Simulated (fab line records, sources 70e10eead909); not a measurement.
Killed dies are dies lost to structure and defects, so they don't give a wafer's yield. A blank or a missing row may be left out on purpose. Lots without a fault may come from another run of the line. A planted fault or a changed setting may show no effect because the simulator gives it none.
Chamber matching | flow nand_harc | NHARC_HYBRID_BOND_ACTIVATE_00 on rie_diel-04: 4 sister chambers
The step chemistry N2, time 60 s. 4 wafers are shown with their chamber, then 10 later ones without.

WAFERS WITH THEIR CHAMBER
wafer  | chamber | drypump_motor_current_A (A)
L317.3 | 2       | 5.4
L317.5 | 1       | 5.7
L316.2 | 3       | 5.8
L316.4 | 0       | 6.1

WAFERS WITHOUT THEIR CHAMBER
wafer  | drypump_motor_current_A (A)
L316.5 | 5.7
L320.1 | 5.4
L320.5 | 5.4
L320.6 | 5.8
L318.1 | 5.8
L318.3 | 5.6
L318.5 | 5.4
L319.3 | 5.8
L319.5 | 5.7
L319.6 | 6.2

WHICH CHAMBER EACH WENT THROUGH
wafer  | from the rows above | in truth
L316.5 | 1                   | 1
L320.1 | 2                   | 2
L320.5 | 2                   | 2
L320.6 | 3                   | 3
L318.1 | 3                   | 3
L318.3 | 1                   | 1
L318.5 | 2                   | 2
L319.3 | 3                   | 3
L319.5 | 1                   | 1
L319.6 | 0                   | 0
Placed correctly: 10 of 10. Can't be placed from these rows: 0. Placed wrongly: 0.
How it was worked out, from the rows above alone: a wafer's distance from a chamber is the root of the sum, over the readings, of the square of ((its reading less the chamber's mean) divided by the reading's scatter). The wafer belongs to the nearest chamber; if the next one is less than 2 further off, it can't be placed. A chamber's mean is the mean of its shown wafers. The scatter: with one shown wafer a chamber, the root of the mean of the squares of how far each hidden wafer lies from its nearest shown one.
